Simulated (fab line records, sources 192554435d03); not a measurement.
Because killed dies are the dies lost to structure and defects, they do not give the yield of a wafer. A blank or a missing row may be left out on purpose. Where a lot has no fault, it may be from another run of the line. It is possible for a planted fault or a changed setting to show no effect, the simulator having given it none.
fab line records	flow n5-finfet
record lots=24	wafers=72	last-day=17
route steps=1938 shown BEOL_M1@790
lots that met no fault: taken from a fault-free run of the same line
start-h: hours from the record's opening day to when the first of the lot's shown wafers began	wait-h: time in hours since the lot's previous step	" identical to the entry in the row above	L1.1+2: one row covering several wafers at once	- no value, or no start was given	* or withheld: withheld	< > ~ a bound
route shown NAME@n: a module of which the file shows steps, and the number in the route of the first	usual: mean and standard deviation over wafers with no fault	same: alike in all rows	chamber/n: place in a boat	sites: the reading at each site	_std_site: their standard deviation	_edge_site: the outer-site mean with the inner-site mean subtracted	radius-mm: how far each site lies from the wafer's centre	mask NAME#n: copy n	behind: the last tool/chamber to shape the wafer	hold: why the lot went on hold/how many hours it stayed there/how the hold came to an end	device: which transistor (n, p or np) failed to switch	end of line: tests run on the same wafers once the route is complete	where a step has no rows: the recipe by itself	killed: dies that structure and defects cost at the first sort, which is not the same as the wafer's yield	map: the dies of a wafer, with x for killed, . for not killed, _ for no die there
set.NAME: the run value of the setting; set.NAME@STEP: its run value at that earlier step	model.NAME: the simulator's own value behind a step, which no gauge read
steps of the route over a sample of lots; a table a step, a row a wafer
services: from which hour (start-h, from the record's first day; less than 0 if before it) a tool's chamber was out of use, for how many hours, and why
## steps
# step N5_BEOL_M1_ETCH_77
# recipe chemistry=N2/H2	target=underlayer	target-depth-a=65	mask-material=CAR-EUV	time-s=5.2	ion-energy-ev=200	pressure-mtorr=30	source-w=840	bias-w=150	n2-flow-sccm=200	h2-flow-sccm=200	ends=cleared
# usual bias-w=150.0/0.46	drypump-motor-current-A=5.5/0.53	etch-rf-on-time-s=5.17/0.081	oes-product-au=0.68/0.072	rf-vpp-V=524.4/2.6	showerhead-plenum-p-Torr=2.57/0.08	throttle-valve-pct=17.78/0.22
lot.wafer	tool	chamber	start-h	wait-h	bias-w	drypump-motor-current-A	etch-rf-on-time-s	oes-product-au	rf-hours-counter-h	rf-vpp-V	showerhead-plenum-p-Torr	throttle-valve-pct
L074.2	rie-diel-01	2	127.21	0.0	150.1	4.8	4.94	0.74	63	523.6	2.47	17.45
L074.3	"	1	"	"	150.2	5.7	5.08	0.68	119	522.3	2.56	17.76
L074.4	"	3	"	"	149.8	5.5	5.20	0.77	24	526.3	2.59	17.65
L075.1	rie-diel-03	3	133.40	0.0	150.0	5.7	5.01	0.80	12	524.3	2.60	17.66
L075.4	"	2	"	"	150.2	6.4	5.19	0.78	24	528.8	2.72	17.68
L075.5	"	0	"	"	150.6	5.7	5.18	0.83	-	520.0	2.50	17.29
L076.3	rie-diel-02	3	136.25	0.0	150.2	4.9	5.26	0.60	221	524.9	2.61	17.91
L076.5	"	0	"	"	149.8	6.1	5.22	0.66	-	528.3	2.67	17.62
L076.6	"	3	"	"	150.2	4.9	5.33	0.59	-	526.1	2.61	17.94
L077.2	rie-diel-02	1	138.70	0.0	149.3	5.8	5.13	0.60	228	522.5	2.51	18.23
L077.3	"	2	"	"	149.6	5.0	5.12	0.72	73	520.4	2.47	17.79
L077.4	"	0	"	"	150.3	6.1	5.08	0.66	133	525.3	2.67	17.62
L078.1	rie-diel-02	1	143.62	0.0	150.0	5.8	5.23	0.59	230	521.7	2.51	18.24
L078.4	"	3	"	"	149.8	4.9	5.25	0.59	-	525.3	2.61	17.94
L078.5	"	1	"	"	150.8	5.8	5.23	0.59	-	522.7	2.51	18.24
L079.1	rie-diel-02	1	151.32	0.0	150.8	5.8	5.15	0.59	233	522.0	2.50	18.26
L079.4	"	2	"	"	149.4	5.1	5.09	0.70	78	520.5	2.47	17.85
L079.6	"	3	"	"	149.2	4.9	5.24	0.59	-	525.4	2.61	17.92
L080.3	rie-diel-03	1	154.25	0.0	150.1	6.6	5.31	0.63	193	528.5	2.63	17.88
L080.4	"	1	"	"	150.4	6.6	5.29	0.62	-	527.2	2.63	17.89
L080.5	"	2	"	"	149.6	6.4	5.17	0.75	-	526.6	2.72	17.70
L081.3	rie-diel-02	0	167.53	0.0	150.3	6.1	5.14	0.66	140	527.4	2.66	17.61
L081.5	"	3	"	"	150.0	4.9	5.25	0.59	-	524.7	2.61	17.91
L081.6	"	2	"	"	150.2	5.1	5.16	0.68	-	522.4	2.47	17.85
L082.1	rie-diel-02	1	176.86	0.0	150.0	5.8	5.26	0.58	240	521.9	2.50	18.26
L082.4	"	1	"	"	149.6	5.8	5.25	0.58	-	521.7	2.50	18.23
L082.6	"	3	"	"	149.9	4.9	5.27	0.58	-	526.1	2.61	17.92
L083.1	rie-diel-03	1	177.16	0.0	149.9	6.6	5.19	0.62	199	525.4	2.63	17.88
L083.4	"	1	"	"	150.2	6.6	5.23	0.63	-	529.5	2.63	17.90
L083.5	"	0	"	"	150.0	5.6	5.18	0.80	-	518.8	2.50	17.29
L084.1	rie-diel-02	3	190.00	0.0	150.1	4.9	5.27	0.59	238	525.9	2.61	17.94
L084.2	"	1	"	"	149.3	5.8	5.19	0.59	244	520.8	2.50	18.25
L084.6	"	0	"	"	150.5	6.1	5.16	0.65	-	525.8	2.66	17.64
L085.3	rie-diel-01	3	190.54	0.0	149.1	5.5	5.23	0.75	38	524.1	2.59	17.67
L085.5	"	2	"	"	150.1	4.9	5.06	0.72	-	520.3	2.46	17.47
L085.6	"	1	"	"	150.9	5.7	5.16	0.66	-	524.8	2.55	17.81
L086.1	rie-diel-01	2	202.61	0.0	150.2	4.9	5.04	0.71	86	519.1	2.46	17.50
L086.5	"	2	"	"	150.5	4.9	5.03	0.70	-	522.5	2.46	17.48
L086.6	"	3	"	"	149.6	5.5	5.15	0.75	-	523.9	2.58	17.67
L088.2	rie-diel-01	2	210.01	0.0	150.2	4.9	5.02	0.72	87	520.8	2.46	17.47
L088.5	"	2	"	"	149.6	4.8	5.07	0.71	-	522.8	2.46	17.49
L088.6	"	3	"	"	149.5	5.5	5.17	0.74	-	525.6	2.58	17.68
L087.1	rie-diel-02	3	211.62	0.0	149.9	4.9	5.23	0.59	244	524.8	2.60	17.98
L087.2	"	0	"	"	150.0	6.1	5.18	0.65	151	528.6	2.66	17.64
L087.3	"	2	"	"	150.6	5.1	5.20	0.68	92	520.8	2.46	17.85
L089.1	rie-diel-01	1	212.22	0.0	149.7	5.7	5.12	0.66	144	524.8	2.55	17.80
L089.4	"	0	"	"	150.4	5.8	5.10	0.71	56	529.0	2.68	17.85
L089.6	"	2	"	"	150.6	4.9	5.01	0.71	-	524.2	2.46	17.49
L090.2	rie-diel-01	0	215.42	0.0	149.6	5.8	5.13	0.72	58	527.2	2.68	17.84
L090.3	"	1	"	"	150.3	5.7	5.10	0.66	146	522.9	2.55	17.79
L090.6	"	2	"	"	151.4	4.9	5.02	0.71	-	522.5	2.46	17.51
L091.1	rie-diel-03	3	223.06	0.0	150.2	5.7	5.02	0.77	37	524.4	2.59	17.71
L091.2	"	2	"	"	150.2	6.4	5.20	0.72	51	528.5	2.71	17.74
L091.3	"	0	"	"	150.1	5.6	5.26	0.77	31	523.6	2.49	17.31
L092.2	rie-diel-02	2	233.91	0.0	150.9	5.1	5.17	0.68	99	523.3	2.46	17.84
L092.4	"	3	"	"	150.2	4.9	5.23	0.58	-	526.2	2.60	17.99
L092.5	"	2	"	"	150.4	5.1	5.14	0.67	-	521.6	2.46	17.86
L093.1	rie-diel-02	2	236.68	0.0	149.8	5.1	5.11	0.67	100	522.4	2.46	17.87
L093.5	"	2	"	"	150.0	5.1	5.13	0.68	-	521.6	2.46	17.84
L093.6	"	3	"	"	149.9	4.9	5.26	0.57	-	526.9	2.60	17.97
L094.1	rie-diel-02	3	247.43	0.0	149.6	4.9	5.26	0.58	256	525.9	2.60	17.98
L094.3	"	2	"	"	150.0	5.0	5.14	0.68	104	522.0	2.46	17.86
L094.4	"	0	"	"	150.0	6.1	5.19	0.63	163	526.9	2.65	17.65
L095.2	rie-diel-02	3	248.36	0.0	149.8	4.9	5.28	0.57	256	523.1	2.60	17.97
L095.4	"	1	"	"	151.0	5.8	5.25	0.83	3	522.9	2.50	17.82
L095.5	"	0	"	"	150.2	6.1	5.27	0.64	-	527.8	2.65	17.65
L096.1	rie-diel-02	1	257.09	0.0	150.2	5.8	5.20	0.82	7	524.0	2.50	17.81
L096.3	"	2	"	"	150.3	5.1	5.15	0.67	108	519.5	2.46	17.87
L096.6	"	1	"	"	149.5	5.8	5.20	0.82	-	522.4	2.49	17.85
L097.3	rie-diel-01	2	261.98	0.0	150.4	4.9	5.02	0.69	105	521.5	2.45	17.53
L097.4	"	0	"	"	149.4	5.8	5.15	0.70	72	530.0	2.68	17.87
L097.6	"	2	"	"	150.3	4.9	5.03	0.69	-	522.7	2.46	17.53
# step N5_BEOL_M1_ETCH_41
# recipe chemistry=CH3F/O2	target=SiCN	target-depth-a=319	taper-deg=2	time-s=57.8	ion-energy-ev=120	mask-material=TiN	pressure-mtorr=30	source-w=395	bias-w=75	Ar_flow_sccm=150	CH3F_flow_sccm=30	O2_flow_sccm=20
# usual bias-w=75.00/0.21	drypump-motor-current-A=5.6/0.51	oes-product-au=0.80/0.084	rf-vpp-V=297.8/1.5	showerhead-plenum-p-Torr=2.02/0.06	throttle-valve-pct=16.25/0.26
lot.wafer	tool	chamber	start-h	wait-h	bias-w	drypump-motor-current-A	oes-product-au	rf-hours-counter-h	rf-vpp-V	showerhead-plenum-p-Torr	throttle-valve-pct
L074.2	rie-diel-02	2	-	-	74.84	5.0	0.82	69	297.4	1.95	16.30
L074.3	"	3	"	"	75.03	4.9	0.70	218	298.4	2.06	16.52
L074.4	"	1	"	"	75.06	5.8	0.70	223	296.0	1.98	16.77
L075.1	rie-diel-03	2	-	-	75.19	6.4	0.90	25	299.7	2.13	16.09
L075.4	"	1	"	"	74.81	6.6	0.73	186	299.4	2.07	16.36
L075.5	"	1	"	"	74.83	6.6	0.74	-	299.2	2.07	16.37
L076.3	rie-diel-01	1	-	-	74.97	5.7	0.79	122	295.9	2.01	16.22
L076.5	"	1	"	"	75.21	5.7	0.80	-	297.9	2.01	16.22
L076.6	"	0	"	"	74.65	5.8	0.88	-	299.2	2.13	16.35
L077.2	rie-diel-03	0	-	-	74.90	5.7	0.96	7	298.0	1.97	15.78
L077.3	"	2	"	"	75.35	6.4	0.88	27	299.2	2.13	16.07
L077.4	"	3	"	"	74.97	5.7	0.93	15	298.8	2.04	16.14
L078.1	rie-diel-01	0	-	-	75.01	5.8	0.87	40	299.9	2.13	16.38
L078.4	"	0	"	"	75.08	5.8	0.87	-	299.6	2.13	16.36
L078.5	"	2	"	"	75.09	4.9	0.85	-	295.4	1.94	16.00
L079.1	rie-diel-02	2	-	-	74.92	5.1	0.83	78	295.7	1.95	16.33
L079.4	"	0	"	"	75.17	6.1	0.77	136	300.0	2.08	15.94
L079.6	"	1	"	"	74.74	5.8	0.70	-	297.5	1.98	16.77
L080.3	rie-diel-03	1	-	-	74.99	6.6	0.74	193	297.4	2.06	16.38
L080.4	"	0	"	"	75.05	5.7	0.96	12	295.3	1.97	15.77
L080.5	"	3	"	"	74.99	5.7	0.93	-	297.4	2.04	16.14
L081.3	rie-diel-03	1	-	-	75.17	6.5	0.73	198	298.9	2.06	16.39
L081.5	"	1	"	"	74.86	6.5	0.74	-	297.4	2.06	16.41
L081.6	"	3	"	"	75.26	5.7	0.92	-	297.8	2.04	16.13
L082.1	rie-diel-02	3	-	-	75.25	4.9	0.69	234	298.1	2.05	16.54
L082.4	"	3	"	"	75.01	4.9	0.69	-	298.2	2.05	16.54
L082.6	"	0	"	"	75.46	6.1	0.77	-	298.1	2.08	15.94
L083.1	rie-diel-02	1	-	-	74.73	5.8	0.68	241	296.3	1.97	16.81
L083.4	"	1	"	"	74.64	5.8	0.69	-	297.6	1.97	16.81
L083.5	"	0	"	"	74.60	6.1	0.77	-	297.7	2.08	15.95
L084.1	rie-diel-01	3	-	-	75.23	5.5	0.88	39	297.6	2.04	16.21
L084.2	"	1	"	"	74.94	5.6	0.78	140	296.8	2.01	16.25
L084.6	"	1	"	"	75.00	5.7	0.77	-	295.6	2.01	16.24
L085.3	rie-diel-01	0	-	-	74.87	5.8	0.83	54	300.7	2.12	16.41
L085.5	"	2	"	"	75.02	4.8	0.83	-	298.4	1.94	16.03
L085.6	"	3	"	"	75.47	5.5	0.88	-	299.3	2.04	16.19
L086.1	rie-diel-01	2	-	-	75.18	4.9	0.83	87	296.6	1.93	16.02
L086.5	"	3	"	"	74.64	5.5	0.88	-	297.3	2.04	16.20
L086.6	"	2	"	"	75.15	4.9	0.83	-	294.5	1.94	16.03
L088.2	rie-diel-02	3	-	-	74.61	4.9	0.68	243	298.1	2.05	16.54
L088.5	"	2	"	"	75.05	5.1	0.80	-	295.3	1.94	16.35
L088.6	"	1	"	"	74.99	5.8	0.67	-	295.8	1.97	16.83
L087.1	rie-diel-02	2	-	-	75.10	5.1	0.80	93	294.8	1.94	16.36
L087.2	"	0	"	"	75.12	6.1	0.76	152	299.8	2.07	15.98
L087.3	"	3	"	"	74.77	4.9	0.68	245	297.5	2.05	16.56
L090.2	rie-diel-01	3	-	-	74.93	5.5	0.88	45	299.6	2.04	16.22
L090.3	"	1	"	"	74.88	5.7	0.77	146	296.2	2.00	16.27
L090.6	"	1	"	"	75.27	5.7	0.78	-	298.4	2.00	16.26
L089.1	rie-diel-02	3	-	-	74.70	4.9	0.68	245	299.7	2.05	16.55
L089.4	"	3	"	"	74.87	4.9	0.68	-	298.4	2.05	16.56
L089.6	"	0	"	"	74.76	6.1	0.76	-	299.9	2.07	15.95
L091.1	rie-diel-02	2	-	-	74.99	5.0	0.79	96	296.2	1.94	16.36
L091.2	"	3	"	"	75.29	4.9	0.68	248	299.5	2.05	16.57
L091.3	"	0	"	"	75.22	6.1	0.75	155	298.8	2.07	15.96
L092.2	rie-diel-01	2	-	-	74.88	4.9	0.81	97	296.6	1.93	16.04
L092.4	"	0	"	"	75.01	5.8	0.83	64	299.9	2.12	16.42
L092.5	"	0	"	"	75.07	5.8	0.83	-	299.4	2.12	16.40
L093.1	rie-diel-02	3	-	-	75.08	4.9	0.68	253	298.2	2.05	16.56
L093.5	"	2	"	"	74.90	5.1	0.79	-	295.9	1.94	16.37
L093.6	"	1	"	"	74.93	5.8	1.00	-	297.0	1.97	16.34
L094.1	rie-diel-01	3	-	-	75.24	5.5	0.86	55	297.9	2.04	16.24
L094.3	"	1	"	"	75.03	5.7	0.76	157	296.2	2.00	16.27
L094.4	"	2	"	"	75.29	4.9	0.82	101	295.1	1.93	16.06
L095.2	rie-diel-02	3	-	-	74.81	4.9	0.67	257	298.0	2.04	16.58
L095.4	"	2	"	"	74.86	5.1	0.78	105	295.6	1.94	16.38
L095.5	"	0	"	"	74.76	6.1	0.74	-	299.3	2.07	15.98
L096.1	rie-diel-03	3	-	-	74.99	5.7	0.88	51	298.5	2.03	16.19
L096.3	"	2	"	"	75.13	6.4	0.84	61	300.6	2.11	16.14
L096.6	"	0	"	"	75.01	5.7	0.89	-	295.4	1.96	15.80
L097.3	rie-diel-03	1	-	-	74.93	6.6	0.71	229	298.5	2.05	16.45
L097.4	"	2	"	"	75.12	6.4	0.84	62	299.8	2.11	16.16
L097.6	"	3	"	"	75.01	5.7	0.87	-	298.0	2.03	16.19
# step N5_BEOL_M1_OCD_MEAS_38
# usual trench-depth-nm=55.3/0.84
lot.wafer	tool	chamber	start-h	wait-h	trench-depth-nm
L074.2	ocd-02	-	127.82	-	55.8
L074.3	"	-	"	"	54.7
L074.4	"	-	"	"	54.9
L075.1	ocd-02	-	134.14	-	56.2
L075.4	"	-	"	"	55.1
L075.5	"	-	"	"	54.8
L076.3	ocd-01	-	137.25	-	56.0
L076.5	"	-	"	"	55.6
L076.6	"	-	"	"	55.8
L077.2	ocd-02	-	141.79	-	54.9
L077.3	"	-	"	"	55.4
L077.4	"	-	"	"	57.0
L078.1	ocd-01	-	149.42	-	56.7
L078.4	"	-	"	"	56.3
L078.5	"	-	"	"	57.1
L079.1	ocd-01	-	152.48	-	55.4
L079.4	"	-	"	"	54.7
L079.6	"	-	"	"	54.6
L080.3	ocd-01	-	156.20	-	54.0
L080.4	"	-	"	"	54.5
L080.5	"	-	"	"	56.1
L081.3	ocd-02	-	175.33	-	54.4
L081.5	"	-	"	"	54.5
L081.6	"	-	"	"	56.8
L082.1	ocd-01	-	178.72	-	54.2
L082.4	"	-	"	"	53.8
L082.6	"	-	"	"	55.0
L083.1	ocd-01	-	182.16	-	54.8
L083.4	"	-	"	"	54.9
L083.5	"	-	"	"	54.5
L084.1	ocd-02	-	192.87	-	54.9
L084.2	"	-	"	"	55.6
L084.6	"	-	"	"	55.8
L085.3	ocd-01	-	199.04	-	55.9
L085.5	"	-	"	"	56.7
L085.6	"	-	"	"	55.9
L086.1	ocd-02	-	204.63	-	55.5
L086.5	"	-	"	"	55.5
L086.6	"	-	"	"	56.1
L088.2	ocd-01	-	210.68	-	54.4
L088.5	"	-	"	"	55.3
L088.6	"	-	"	"	55.2
L087.1	ocd-02	-	214.20	-	54.8
L087.2	"	-	"	"	54.4
L087.3	"	-	"	"	53.7
L090.2	ocd-02	-	217.05	-	55.3
L090.3	"	-	"	"	55.0
L090.6	"	-	"	"	55.8
L089.1	ocd-01	-	218.22	-	55.0
L089.4	"	-	"	"	54.0
L089.6	"	-	"	"	54.9
L091.1	ocd-01	-	223.89	-	55.2
L091.2	"	-	"	"	54.2
L091.3	"	-	"	"	54.8
L092.2	ocd-01	-	235.72	-	57.0
L092.4	"	-	"	"	55.8
L092.5	"	-	"	"	56.3
L093.1	ocd-02	-	238.82	-	54.9
L093.5	"	-	"	"	55.2
L093.6	"	-	"	"	55.8
L094.1	ocd-02	-	248.86	-	55.9
L094.3	"	-	"	"	55.9
L094.4	"	-	"	"	56.5
L095.2	ocd-01	-	250.88	-	54.0
L095.4	"	-	"	"	55.2
L095.5	"	-	"	"	54.2
L096.1	ocd-01	-	261.46	-	55.6
L096.3	"	-	"	"	54.4
L096.6	"	-	"	"	54.7
L097.3	ocd-01	-	264.72	-	55.2
L097.4	"	-	"	"	55.1
L097.6	"	-	"	"	56.2
# step N5_BEOL_M1_ANNEAL_80
# recipe temp-c=400	time-s=240	ambient=vacuum
# usual heater-power-w=862/83	susceptor-temp-C=400.04/0.21
lot.wafer	tool	chamber	start-h	wait-h	heater-power-w	susceptor-temp-C
L074.2	pvd-sputter-02	-	129.24	0.0	807	400.34
L074.3	"	-	"	"	697	400.09
L074.4	"	-	"	"	734	400.01
L075.1	pvd-sputter-03	-	135.54	0.0	795	399.97
L075.4	"	-	"	"	970	400.10
L075.5	"	-	"	"	795	400.26
L076.3	pvd-sputter-03	-	140.30	0.0	979	399.80
L076.5	"	-	"	"	904	399.80
L076.6	"	-	"	"	976	400.01
L077.2	pvd-sputter-03	-	143.50	0.0	790	399.92
L077.3	"	-	"	"	784	400.11
L077.4	"	-	"	"	975	399.96
L078.1	pvd-sputter-01	-	150.66	0.0	915	399.78
L078.4	"	-	"	"	992	399.82
L078.5	"	-	"	"	974	399.99
L079.1	pvd-sputter-03	-	154.58	0.0	771	400.10
L079.4	"	-	"	"	791	400.40
L079.6	"	-	"	"	796	400.15
L080.3	pvd-sputter-01	-	157.84	0.0	961	400.14
L080.4	"	-	"	"	829	400.17
L080.5	"	-	"	"	999	400.14
L081.3	pvd-sputter-01	-	177.10	0.0	790	399.38
L081.5	"	-	"	"	972	400.02
L081.6	"	-	"	"	954	400.17
L082.1	pvd-sputter-02	-	180.29	0.0	811	399.95
L082.4	"	-	"	"	729	400.06
L082.6	"	-	"	"	810	399.92
L083.1	pvd-sputter-01	-	183.51	0.0	764	400.12
L083.4	"	-	"	"	938	400.42
L083.5	"	-	"	"	1000	400.19
L084.1	pvd-sputter-03	-	195.05	0.0	937	399.86
L084.2	"	-	"	"	878	400.00
L084.6	"	-	"	"	776	400.01
L085.3	pvd-sputter-01	-	203.23	0.0	916	399.89
L085.5	"	-	"	"	766	400.01
L085.6	"	-	"	"	823	400.05
L086.1	pvd-sputter-03	-	206.04	0.0	972	399.78
L086.5	"	-	"	"	802	399.99
L086.6	"	-	"	"	982	399.81
L088.2	pvd-sputter-02	-	212.12	0.0	746	399.71
L088.5	"	-	"	"	890	400.14
L088.6	"	-	"	"	712	400.11
L087.1	pvd-sputter-03	-	216.29	0.0	964	399.81
L087.2	"	-	"	"	782	400.21
L087.3	"	-	"	"	864	400.09
L090.2	pvd-sputter-01	-	219.08	0.0	780	399.92
L090.3	"	-	"	"	928	399.95
L090.6	"	-	"	"	960	400.25
L089.1	pvd-sputter-03	-	219.59	0.0	783	400.29
L089.4	"	-	"	"	796	399.92
L089.6	"	-	"	"	949	400.09
L091.1	pvd-sputter-01	-	225.96	0.1	962	400.07
L091.2	"	-	"	"	763	400.02
L091.3	"	-	"	"	845	400.05
L092.2	pvd-sputter-01	-	237.37	0.0	824	399.85
L092.4	"	-	"	"	993	399.74
L092.5	"	-	"	"	938	400.27
L093.1	pvd-sputter-01	-	240.38	0.0	768	399.75
L093.5	"	-	"	"	846	400.09
L093.6	"	-	"	"	995	400.34
L094.1	pvd-sputter-01	-	250.48	0.0	742	399.90
L094.3	"	-	"	"	831	400.02
L094.4	"	-	"	"	978	400.03
L095.2	pvd-sputter-03	-	252.71	0.0	804	400.03
L095.4	"	-	"	"	806	399.98
L095.5	"	-	"	"	984	399.84
L096.1	pvd-sputter-01	-	264.77	0.0	847	399.96
L096.3	"	-	"	"	926	400.08
L096.6	"	-	"	"	819	400.19
L097.3	pvd-sputter-03	-	266.27	0.0	787	400.02
L097.4	"	-	"	"	781	400.00
L097.6	"	-	"	"	872	400.49
# step N5_BEOL_M1_ANNEAL_82
# recipe temp-c=400	time-s=240	ambient=vacuum
# usual heater-power-w=863/84	susceptor-temp-C=400.01/0.23
lot.wafer	tool	chamber	start-h	wait-h	heater-power-w	susceptor-temp-C
L074.2	pvd-sputter-02	-	129.46	0.0	830	399.64
L074.3	"	-	"	"	692	400.17
L074.4	"	-	"	"	730	400.22
L075.1	pvd-sputter-03	-	135.76	0.0	787	400.29
L075.4	"	-	"	"	990	400.06
L075.5	"	-	"	"	803	400.19
L076.3	pvd-sputter-03	-	140.52	0.0	992	400.61
L076.5	"	-	"	"	888	400.16
L076.6	"	-	"	"	996	399.99
L077.2	pvd-sputter-03	-	143.72	0.0	779	400.27
L077.3	"	-	"	"	808	399.87
L077.4	"	-	"	"	968	399.74
L078.1	pvd-sputter-01	-	150.88	0.0	915	399.76
L078.4	"	-	"	"	957	399.77
L078.5	"	-	"	"	1007	399.83
L079.1	pvd-sputter-03	-	154.80	0.0	809	400.01
L079.4	"	-	"	"	772	399.61
L079.6	"	-	"	"	790	399.94
L080.3	pvd-sputter-01	-	158.06	0.0	977	399.82
L080.4	"	-	"	"	839	400.10
L080.5	"	-	"	"	970	399.57
L081.3	pvd-sputter-01	-	177.32	0.0	769	400.03
L081.5	"	-	"	"	973	400.17
L081.6	"	-	"	"	914	399.87
L082.1	pvd-sputter-02	-	180.51	0.0	808	399.65
L082.4	"	-	"	"	735	399.61
L082.6	"	-	"	"	834	399.69
L083.1	pvd-sputter-01	-	183.73	0.0	777	400.05
L083.4	"	-	"	"	921	400.00
L083.5	"	-	"	"	967	399.73
L084.1	pvd-sputter-03	-	195.27	0.0	976	400.08
L084.2	"	-	"	"	896	400.32
L084.6	"	-	"	"	792	400.37
L085.3	pvd-sputter-01	-	203.45	0.0	925	399.63
L085.5	"	-	"	"	746	399.89
L085.6	"	-	"	"	819	400.02
L086.1	pvd-sputter-03	-	206.26	0.0	981	399.86
L086.5	"	-	"	"	780	399.73
L086.6	"	-	"	"	959	400.10
L088.2	pvd-sputter-02	-	212.34	0.0	744	399.96
L088.5	"	-	"	"	910	399.97
L088.6	"	-	"	"	716	400.16
L087.1	pvd-sputter-03	-	216.51	0.0	963	400.17
L087.2	"	-	"	"	802	399.89
L087.3	"	-	"	"	862	399.97
L090.2	pvd-sputter-01	-	219.30	0.0	781	399.82
L090.3	"	-	"	"	932	399.93
L090.6	"	-	"	"	983	400.02
L089.1	pvd-sputter-03	-	219.81	0.0	788	400.15
L089.4	"	-	"	"	796	400.04
L089.6	"	-	"	"	988	400.36
L091.1	pvd-sputter-01	-	226.40	0.1	990	400.01
L091.2	"	-	"	"	783	399.97
L091.3	"	-	"	"	822	400.35
L092.2	pvd-sputter-01	-	237.59	0.0	821	399.92
L092.4	"	-	"	"	980	400.00
L092.5	"	-	"	"	916	400.27
L093.1	pvd-sputter-01	-	240.60	0.0	758	399.87
L093.5	"	-	"	"	835	400.09
L093.6	"	-	"	"	965	399.61
L094.1	pvd-sputter-01	-	250.70	0.0	767	399.92
L094.3	"	-	"	"	805	399.79
L094.4	"	-	"	"	972	400.15
L095.2	pvd-sputter-03	-	252.93	0.0	762	400.34
L095.4	"	-	"	"	826	399.86
L095.5	"	-	"	"	957	400.27
L096.1	pvd-sputter-01	-	264.99	0.0	849	399.89
L096.3	"	-	"	"	929	400.01
L096.6	"	-	"	"	826	399.88
L097.3	pvd-sputter-03	-	266.49	0.0	786	399.94
L097.4	"	-	"	"	795	399.93
L097.6	"	-	"	"	886	400.00
# step N5_BEOL_M1_SPUTTER_86
# recipe material=Cu	target-thk-a=45	temp-c=-20	chamber-pressure-pa=0.07	power-w=withheld	time-s=8.29
# usual susceptor-temp-C=-20.01/0.1	throttle-valve-pct=30.3/1
lot.wafer	tool	chamber	start-h	wait-h	susceptor-temp-C	throttle-valve-pct
L074.2	pvd-sputter-02	-	129.60	0.1	-20.17	30.0
L074.3	"	-	"	"	-20.00	31.3
L074.4	"	-	"	"	-20.05	30.1
L075.1	pvd-sputter-03	-	135.90	0.1	-19.96	30.0
L075.4	"	-	"	"	-20.09	30.3
L075.5	"	-	"	"	-19.97	30.9
L076.3	pvd-sputter-03	-	140.66	0.1	-19.94	30.6
L076.5	"	-	"	"	-20.12	28.5
L076.6	"	-	"	"	-19.96	30.5
L077.2	pvd-sputter-03	-	143.86	0.1	-20.03	30.0
L077.3	"	-	"	"	-19.85	31.3
L077.4	"	-	"	"	-20.00	30.3
L078.1	pvd-sputter-01	-	151.02	0.1	-20.15	30.4
L078.4	"	-	"	"	-20.22	30.7
L078.5	"	-	"	"	-20.12	31.2
L079.1	pvd-sputter-03	-	154.94	0.1	-19.99	30.6
L079.4	"	-	"	"	-20.12	30.2
L079.6	"	-	"	"	-19.90	31.1
L080.3	pvd-sputter-01	-	158.20	0.1	-19.98	31.0
L080.4	"	-	"	"	-19.97	31.8
L080.5	"	-	"	"	-20.00	30.8
L081.3	pvd-sputter-01	-	177.46	0.1	-20.07	28.8
L081.5	"	-	"	"	-19.91	31.1
L081.6	"	-	"	"	-19.92	30.1
L082.1	pvd-sputter-02	-	180.65	0.1	-19.88	30.0
L082.4	"	-	"	"	-20.06	30.0
L082.6	"	-	"	"	-19.99	30.1
L083.1	pvd-sputter-01	-	183.87	0.1	-20.09	28.9
L083.4	"	-	"	"	-20.13	30.3
L083.5	"	-	"	"	-20.04	31.2
L084.1	pvd-sputter-03	-	195.41	0.1	-19.89	30.2
L084.2	"	-	"	"	-19.90	28.6
L084.6	"	-	"	"	-20.03	31.1
L085.3	pvd-sputter-01	-	203.59	0.1	-20.02	30.5
L085.5	"	-	"	"	-19.96	28.8
L085.6	"	-	"	"	-20.03	31.9
L086.1	pvd-sputter-03	-	206.40	0.1	-19.97	30.7
L086.5	"	-	"	"	-19.94	31.0
L086.6	"	-	"	"	-20.05	30.4
L088.2	pvd-sputter-02	-	212.48	0.1	-19.93	29.4
L088.5	"	-	"	"	-19.98	29.2
L088.6	"	-	"	"	-20.01	31.2
L087.1	pvd-sputter-03	-	216.65	0.1	-20.06	30.6
L087.2	"	-	"	"	-19.91	30.9
L087.3	"	-	"	"	-20.11	28.4
L090.2	pvd-sputter-01	-	219.44	0.1	-20.03	28.8
L090.3	"	-	"	"	-20.08	30.3
L090.6	"	-	"	"	-19.96	31.1
L089.1	pvd-sputter-03	-	219.95	0.1	-19.81	30.8
L089.4	"	-	"	"	-20.07	30.5
L089.6	"	-	"	"	-20.00	30.5
L091.1	pvd-sputter-01	-	226.54	0.1	-19.82	30.9
L091.2	"	-	"	"	-19.89	28.9
L091.3	"	-	"	"	-20.01	31.9
L092.2	pvd-sputter-01	-	237.73	0.1	-20.08	31.5
L092.4	"	-	"	"	-19.90	31.0
L092.5	"	-	"	"	-20.05	30.3
L093.1	pvd-sputter-01	-	240.74	0.1	-20.18	29.0
L093.5	"	-	"	"	-20.06	31.6
L093.6	"	-	"	"	-19.84	31.0
L094.1	pvd-sputter-01	-	250.84	0.1	-19.98	28.8
L094.3	"	-	"	"	-20.09	31.7
L094.4	"	-	"	"	-19.98	31.0
L095.2	pvd-sputter-03	-	253.07	0.1	-20.14	31.1
L095.4	"	-	"	"	-19.99	30.3
L095.5	"	-	"	"	-20.03	30.6
L096.1	pvd-sputter-01	-	265.13	0.1	-19.96	31.9
L096.3	"	-	"	"	-19.93	30.3
L096.6	"	-	"	"	-20.04	31.8
L097.3	pvd-sputter-03	-	266.63	0.1	-20.06	30.1
L097.4	"	-	"	"	-19.91	30.8
L097.6	"	-	"	"	-19.94	28.6
## services
tool	chamber	start-h	hours	kind
rie-diel-01	3	135.89	14.2	repair
rie-diel-02	0	141.71	3.3	repair
rie-diel-03	3	151.46	4.3	repair
pvd-sputter-02	-	153.37	1.0	repair
pvd-sputter-03	-	169.70	3.3	repair
rie-diel-03	2	170.31	8.0	repair
rie-diel-02	1	210.87	-	clean
rie-diel-02	1	210.87	-	consumable-replace:focus-ring
rie-diel-02	1	210.87	26.1	scheduled-down
rie-diel-02	1	210.87	26.1	vent-cycle
rie-diel-03	3	214.67	3.1	repair
rie-diel-01	0	216.59	1.2	repair
rie-diel-02	-	219.04	0.7	repair
rie-diel-03	2	224.91	9.3	repair
rie-diel-03	0	240.51	12.8	repair
rie-diel-02	3	256.42	2.8	repair
rie-diel-02	3	259.42	-	clean
rie-diel-02	3	259.42	-	consumable-replace:focus-ring
rie-diel-02	3	259.42	25.7	scheduled-down
rie-diel-02	3	259.42	25.7	vent-cycle
## key
fault none
